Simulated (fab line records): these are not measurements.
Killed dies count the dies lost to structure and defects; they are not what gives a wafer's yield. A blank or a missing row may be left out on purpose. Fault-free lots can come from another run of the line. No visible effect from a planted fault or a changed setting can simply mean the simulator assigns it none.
Which tool did it? ; flow n5_finfet ; 72 wafers from 24 lots sampled at 6 of the route's 1938 steps

## WHAT THE GAUGES READ, wafer by wafer
N5_BEOL_M9_OCD_MEAS_38. Usual: trench_depth_nm reads 150.9 nm (standard deviation 2.7).
lot;measured;on;trench_depth_nm (nm);flag
L074;day 9 11:41;ocd-01;155.1 152.2 149.7;
L076;day 9 20:33;ocd-02;150.5 152.1 150.7;
L075;day 9 21:11;ocd-01;146.8 150.4 151.1;
L077;day 10 03:12;ocd-02;147.8 152.5 152.4;
L078;day 10 05:16;ocd-01;152.7 148.8 147.5;
L079;day 10 10:14;ocd-02;152.1 151.7 150.5;
L080;day 10 12:42;ocd-02;153.6 149.2 150.1;
L082;day 10 15:22;ocd-02;150.6 151.9 149.9;
L081;day 10 20:47;ocd-01;152.6 148.2 153.9;
L083;day 10 22:15;ocd-02;151.3 151.9 147.3;
L084;day 11 04:42;ocd-02;151.8 150.7 151.4;
L088;day 14 12:06;ocd-01;152.6 151.3 146.9;
L095;day 14 23:23;ocd-01;152.5 151.6 156.3;
L094;day 14 23:52;ocd-02;152.3 152.0 157.8;
L090;day 14 23:58;ocd-01;145.4 153.0 148.6;
L085;day 15 01:52;ocd-01;155.0 148.5 150.7;
L089;day 15 11:46;ocd-01;156.5 151.3 156.8;
L092;day 15 16:22;ocd-02;153.7 146.3 149.3;
L091;day 15 20:49;ocd-02;145.0 150.5 148.5;
L093;day 16 09:17;ocd-01;150.5 145.5 145.6;
L087;day 16 09:44;ocd-01;154.2 148.1 153.8;
L096;day 16 14:02;ocd-02;148.4 148.1 146.9;
L086;day 16 19:40;ocd-02;148.3 156.9 150.9;
L097;day 16 19:48;ocd-01;146.0 156.0 155.6;

N5_BEOL_M9_CD_MEAS_35: target cd 70 nm, target cd y 40 nm. Usual: cd_nm reads 69.8 nm (standard deviation 0.62).
lot;measured;on;cd_nm (nm);flag
L074;day 9 11:50;cd_sem-01;69.1 69.5 68.9;
L076;day 9 20:43;cd_sem-02;70.0 70.6 70.9;
L075;day 9 21:21;cd_sem-03;70.4 70.2 69.9;
L077;day 10 03:22;cd_sem-01;69.7 69.2 69.7;
L078;day 10 05:26;cd_sem-03;70.2 69.9 70.9;
L079;day 10 10:23;cd_sem-02;70.8 69.5 70.1;
L080;day 10 12:51;cd_sem-01;69.6 70.0 70.1;
L082;day 10 15:31;cd_sem-02;71.8 70.6 70.9;
L081;day 10 20:57;cd_sem-01;68.4 68.5 68.8;
L083;day 10 22:25;cd_sem-02;70.5 70.6 70.6;
L084;day 11 04:52;cd_sem-02;69.6 69.4 69.6;
L088;day 14 12:16;cd_sem-01;70.0 70.1 69.5;
L095;day 14 23:32;cd_sem-01;69.8 70.5 69.2;
L094;day 15 00:02;cd_sem-01;70.0 69.9 69.8;
L090;day 15 00:07;cd_sem-01;69.8 69.8 69.3;
L085;day 15 02:01;cd_sem-02;69.4 69.3 69.8;
L089;day 15 11:56;cd_sem-02;70.2 70.4 69.0;
L092;day 15 16:31;cd_sem-03;69.6 68.5 69.9;
L091;day 15 20:59;cd_sem-01;70.0 69.7 69.2;
L093;day 16 09:27;cd_sem-01;69.4 69.3 68.2;
L087;day 16 09:53;cd_sem-02;70.6 69.7 70.2;
L096;day 16 14:11;cd_sem-03;69.5 69.4 70.3;
L086;day 16 19:49;cd_sem-01;69.9 70.4 70.4;
L097;day 16 19:57;cd_sem-01;70.5 71.0 70.5;

N5_BEOL_M10_CD_MEAS_28: the cd target is 70 nm. Usual: cd_nm reads 70.0 nm (standard deviation 1.1).
lot;measured;on;cd_nm (nm);flag
L074;day 9 18:11;cd_sem-02;69.8 69.8 69.1;
L076;day 10 01:23;cd_sem-01;70.3 69.7 68.4;
L075;day 10 02:34;cd_sem-02;70.9 70.8 70.7;
L077;day 10 07:57;cd_sem-01;69.6 70.2 70.0;
L078;day 10 10:17;cd_sem-02;69.0 71.4 71.5;
L079;day 10 14:53;cd_sem-02;71.1 71.8 70.6;
L080;day 10 17:07;cd_sem-01;70.1 69.8 69.5;
L082;day 10 20:34;cd_sem-01;69.8 68.4 69.4;
L081;day 11 01:25;cd_sem-02;71.5 70.9 71.4;
L083;day 11 02:50;cd_sem-02;67.9 68.8 68.9;
L084;day 11 09:29;cd_sem-02;69.6 69.6 69.7;
L088;day 14 18:10;cd_sem-03;69.2 70.0 70.5;
L095;day 15 07:45;cd_sem-02;72.0 71.1 71.5;
L094;day 15 08:04;cd_sem-03;69.2 69.4 69.5;
L090;day 15 08:23;cd_sem-01;71.3 72.0 71.2;
L085;day 15 08:34;cd_sem-03;71.4 69.1 71.4;
L089;day 15 20:19;cd_sem-01;70.4 70.8 71.1;
L092;day 15 23:17;cd_sem-02;67.9 69.6 69.8;
L091;day 16 05:02;cd_sem-02;68.5 68.0 68.0;
L093;day 16 16:51;cd_sem-01;69.4 69.8 70.2;
L087;day 16 17:01;cd_sem-02;70.4 70.7 71.3;
L096;day 16 19:05;cd_sem-03;70.9 71.2 69.5;
L086;day 17 04:56;cd_sem-03;68.5 68.8 69.4;
L097;day 17 05:06;cd_sem-03;67.4 68.2 69.2;

## TOOL THAT RAN EACH LOT (tool first, then ch and the chambers of the sampled wafers, then the start)
lot;N5_BEOL_M9_STRIP_80;N5_BEOL_M9_SPUTTER_48;N5_BEOL_M10_ETCH_62
L074;rie_diel-06 ch 0,1,2, day 9 11:41 or earlier;pvd_sputter-01, day 9 13:47;rie_diel-03 ch 0,2,3, day 9 17:18
L076;rie_diel-01 ch 1,3, day 9 20:33 or earlier;pvd_sputter-02, day 9 21:47;rie_diel-02 ch 0,3, day 10 00:36
L075;rie_diel-01 ch 0,2,3, day 9 21:11 or earlier;pvd_sputter-01, day 9 22:41;rie_diel-04 ch 0,2, day 10 01:47
L077;rie_diel-05 ch 0,1,3, day 10 03:12 or earlier;pvd_sputter-01, day 10 04:23;rie_diel-04 ch 1,3, day 10 07:17
L078;rie_diel-05 ch 0,2, day 10 05:16 or earlier;pvd_sputter-01, day 10 06:35;rie_diel-02 ch 0,3, day 10 09:04
L079;rie_diel-01 ch 0,1, day 10 10:14 or earlier;pvd_sputter-02, day 10 11:18;rie_diel-03 ch 1,2, day 10 14:01
L080;rie_diel-05 ch 1,2,3, day 10 12:42 or earlier;pvd_sputter-02, day 10 13:49;rie_diel-03 ch 1,3, day 10 16:20
L082;rie_diel-01 ch 1,2,3, day 10 15:22 or earlier;pvd_sputter-01, day 10 16:29;rie_diel-02 ch 1,2,3, day 10 19:47
L081;rie_diel-06 ch 0,1,2, day 10 20:47 or earlier;pvd_sputter-02, day 10 22:10;rie_diel-02 ch 2,3, day 11 00:33
L083;rie_diel-06 ch 1,2,3, day 10 22:15 or earlier;pvd_sputter-02, day 10 23:20;rie_diel-02 ch 0,2,3, day 11 01:58
L084;rie_diel-06 ch 0,2,3, day 11 04:42 or earlier;pvd_sputter-01, day 11 05:53;rie_diel-03 ch 2,3, day 11 08:49
L088;rie_diel-01 ch 0,2,3, day 14 12:06 or earlier;pvd_sputter-01, day 14 13:16;rie_diel-04 ch 0,1,3, day 14 17:23
L095;rie_diel-01 ch 0,1, day 14 23:23 or earlier;pvd_sputter-03, day 15 01:50;rie_diel-02 ch 0,2,3, day 15 06:58
L094;rie_diel-01 ch 0,1,3, day 14 23:52 or earlier;pvd_sputter-01, day 15 02:45;rie_diel-03 ch 0,1, day 15 07:19
L090;rie_diel-05 ch 0,1,2, day 14 23:58 or earlier;pvd_sputter-02, day 15 02:52;rie_diel-02 ch 0,1,2, day 15 07:34
L085;rie_diel-05 ch 0,1,2, day 15 01:52 or earlier;pvd_sputter-01, day 15 03:32;rie_diel-03 ch 2,3, day 15 07:40
L089;rie_diel-01 ch 0,1, day 15 11:46 or earlier;pvd_sputter-02, day 15 13:11;rie_diel-03 ch 2,3, day 15 17:28
L092;rie_diel-06 ch 0,1,2, day 15 16:22 or earlier;pvd_sputter-03, day 15 18:04;rie_diel-03 ch 0,1, day 15 21:52
L091;rie_diel-05 ch 1,2,3, day 15 20:49 or earlier;pvd_sputter-03, day 15 22:12;rie_diel-04 ch 1,2,3, day 16 01:26
L093;rie_diel-06 ch 0,1, day 16 09:17 or earlier;pvd_sputter-02, day 16 10:53;rie_diel-04 ch 0,1,2, day 16 14:35
L087;rie_diel-01 ch 1,2,3, day 16 09:44 or earlier;pvd_sputter-02, day 16 11:14;rie_diel-03 ch 0,1,3, day 16 14:50
L096;rie_diel-05 ch 2,3, day 16 14:02 or earlier;pvd_sputter-02, day 16 15:17;rie_diel-04 ch 0,1,2, day 16 18:13
L086;rie_diel-01 ch 1,2,3, day 16 19:40 or earlier;pvd_sputter-02, day 16 21:17;rie_diel-02 ch 0,1,3, day 17 02:32
L097;rie_diel-05 ch 0,1, day 16 19:48 or earlier;pvd_sputter-02, day 16 21:46;rie_diel-04 ch 0,2,3, day 17 02:39
- N5_BEOL_M9_STRIP_80: strips in N2/H2, time 10 s.
- N5_BEOL_M9_SPUTTER_48: material Cu, target thk 12 nm, time 2 s.
- N5_BEOL_M10_ETCH_62: etches SOC in N2/H2, target depth 110 nm, overetch 22 nm, time 165 s.

## AS READ BY THE TOOLS THEMSELVES (means over the sampled wafers that have a number; for cases with no such wafer, the mark the record gives instead)
N5_BEOL_M9_STRIP_80. Usual: drypump_motor_current_A 5.6 A, standard deviation 0.69; oes_product_au 0.78 a.u., standard deviation 0.093; rf_vpp_V 59.1 V, standard deviation 0.9; showerhead_plenum_p_Torr 2.55 Torr, standard deviation 0.094; temp_c 39.99 C, standard deviation 0.12; throttle_valve_pct 23.69 %, standard deviation 0.23.
lot;tool;drypump_motor_current_A (A);oes_product_au (a.u.);rf_vpp_V (V);showerhead_plenum_p_Torr (Torr);temp_c (C);throttle_valve_pct (%);flag
L074;rie_diel-06;6.1;0.82;59.4;2.56;40.04;23.39;
L076;rie_diel-01;5.0;0.67;59.4;2.57;39.90;23.65;
L075;rie_diel-01;5.1;0.74;59.2;2.55;39.96;23.86;
L077;rie_diel-05;6.1;0.77;59.6;2.51;40.02;23.84;
L078;rie_diel-05;5.8;0.70;58.3;2.54;39.96;23.77;
L079;rie_diel-01;5.1;0.70;58.9;2.61;39.95;23.65;
L080;rie_diel-05;5.6;0.77;58.5;2.58;39.93;23.72;
L082;rie_diel-01;5.2;0.70;59.3;2.54;40.05;23.72;
L081;rie_diel-06;6.1;0.80;59.3;2.56;39.96;23.41;
L083;rie_diel-06;5.8;0.78;58.3;2.50;39.95;23.60;
L084;rie_diel-06;6.1;0.80;58.6;2.56;39.88;23.48;
L088;rie_diel-01;5.1;0.81;58.6;2.54;40.05;23.77;
L095;rie_diel-01;5.1;0.80;59.4;2.61;40.07;23.77;
L094;rie_diel-01;5.0;0.87;59.6;2.57;40.02;23.66;
L090;rie_diel-05;6.2;0.68;59.2;2.46;39.92;23.88;
L085;rie_diel-05;6.2;0.68;59.1;2.46;39.96;23.86;
L089;rie_diel-01;5.1;0.86;59.0;2.60;40.11;23.58;
L092;rie_diel-06;6.1;0.77;60.1;2.54;39.94;23.44;
L091;rie_diel-05;5.6;0.74;58.8;2.57;39.97;23.76;
L093;rie_diel-06;5.7;0.72;59.3;2.55;40.01;23.53;
L087;rie_diel-01;5.2;0.85;58.9;2.52;40.03;23.58;
L096;rie_diel-05;5.0;0.79;60.1;2.67;40.13;23.69;
L086;rie_diel-01;5.2;0.84;59.6;2.52;39.93;23.59;
L097;rie_diel-05;6.7;0.87;59.2;2.59;40.08;23.94;

N5_BEOL_M9_SPUTTER_48. Usual: susceptor_temp_C -20.00 C, standard deviation 0.11; throttle_valve_pct 29.8 %, standard deviation 0.98.
lot;tool;susceptor_temp_C (C);throttle_valve_pct (%);flag
L074;pvd_sputter-01;-19.89;30.1;
L076;pvd_sputter-02;-20.14;29.3;
L075;pvd_sputter-01;-20.04;31.1;
L077;pvd_sputter-01;-19.88;30.5;
L078;pvd_sputter-01;-19.95;30.1;
L079;pvd_sputter-02;-20.02;29.7;
L080;pvd_sputter-02;-20.01;28.8;
L082;pvd_sputter-01;-19.92;30.5;
L081;pvd_sputter-02;-20.01;29.0;
L083;pvd_sputter-02;-19.98;29.6;
L084;pvd_sputter-01;-20.00;30.4;
L088;pvd_sputter-01;-19.99;30.2;
L095;pvd_sputter-03;-20.00;29.3;
L094;pvd_sputter-01;-20.13;30.5;
L090;pvd_sputter-02;-19.92;28.7;
L085;pvd_sputter-01;-19.92;30.2;
L089;pvd_sputter-02;-20.04;29.3;
L092;pvd_sputter-03;-19.97;30.5;
L091;pvd_sputter-03;-19.92;29.4;
L093;pvd_sputter-02;-20.11;29.8;
L087;pvd_sputter-02;-20.07;28.7;
L096;pvd_sputter-02;-20.01;29.5;
L086;pvd_sputter-02;-20.07;29.4;
L097;pvd_sputter-02;-20.01;30.2;

N5_BEOL_M10_ETCH_62. Usual: bias_w 150.0 W, standard deviation 0.41; drypump_motor_current_A 5.9 A, standard deviation 0.44; oes_product_au 0.70 a.u., standard deviation 0.064; rf_vpp_V 524.5 V, standard deviation 2.8; showerhead_plenum_p_Torr 2.57 Torr, standard deviation 0.099; temp_c 40.01 C, standard deviation 0.12; throttle_valve_pct 17.79 %, standard deviation 0.21.
lot;tool;bias_w (W);drypump_motor_current_A (A);oes_product_au (a.u.);rf_vpp_V (V);showerhead_plenum_p_Torr (Torr);temp_c (C);throttle_valve_pct (%);flag
L074;rie_diel-03;150.3;5.4;0.63;523.2;2.54;40.14;17.90;
L076;rie_diel-02;150.2;6.4;0.65;521.3;2.48;40.16;18.05;
L075;rie_diel-04;150.4;6.3;0.66;520.6;2.43;40.00;17.95;
L077;rie_diel-04;150.0;5.6;0.73;523.2;2.51;39.96;17.52;
L078;rie_diel-02;149.8;6.4;0.64;521.8;2.48;40.09;18.04;
L079;rie_diel-03;149.7;5.4;0.63;523.5;2.54;39.99;18.02;
L080;rie_diel-03;150.1;5.6;0.69;527.0;2.65;40.00;17.71;
L082;rie_diel-02;149.6;6.2;0.71;527.1;2.65;40.04;17.77;
L081;rie_diel-02;149.9;6.1;0.67;526.2;2.62;39.91;17.78;
L083;rie_diel-02;149.9;6.2;0.65;524.3;2.55;40.03;17.92;
L084;rie_diel-03;149.9;5.3;0.66;525.4;2.64;40.15;17.78;
L088;rie_diel-04;149.6;6.0;0.71;522.9;2.50;39.97;17.59;
L095;rie_diel-02;149.6;6.3;0.63;523.2;2.54;40.13;17.98;
L094;rie_diel-03;150.2;5.8;0.70;525.1;2.59;40.12;17.85;
L090;rie_diel-02;150.0;6.2;0.63;525.0;2.58;40.05;17.87;
L085;rie_diel-03;150.3;5.2;0.77;523.4;2.57;40.05;17.72;
L089;rie_diel-03;150.0;5.3;0.71;526.1;2.62;40.07;17.70;
L092;rie_diel-03;150.2;5.8;0.73;526.7;2.63;40.10;17.76;
L091;rie_diel-04;149.6;6.0;0.73;525.1;2.58;39.93;17.73;
L093;rie_diel-04;149.8;6.3;0.74;524.7;2.58;39.98;17.75;
L087;rie_diel-03;150.0;5.7;0.69;526.2;2.63;40.08;17.77;
L096;rie_diel-04;150.0;6.3;0.73;523.8;2.58;39.86;17.75;
L086;rie_diel-02;150.1;6.3;0.73;523.6;2.55;39.99;17.84;
L097;rie_diel-04;150.4;6.0;0.73;523.7;2.54;39.99;17.64;

## THE ANSWER, worked out from the rows above alone
Rule: lot off if the mean of its wafers having a number is beyond 3 standard deviations from the usual mean. A lot without any number at a reading at which 4 lots or more have one is off too. Where the step has rows for the other lots, those lots are counted as sound. After the gauges, taken in route order, come the tools' own readings; for these a lot's mean is taken, as printed above. The first step at which some lot is off is used, and at that step the reading that is off furthest; a lot without a number counts as furthest.
No lot is off on any of the readings shown, so nothing can be concluded from this.

## WHAT THE SIMULATOR PUT IN
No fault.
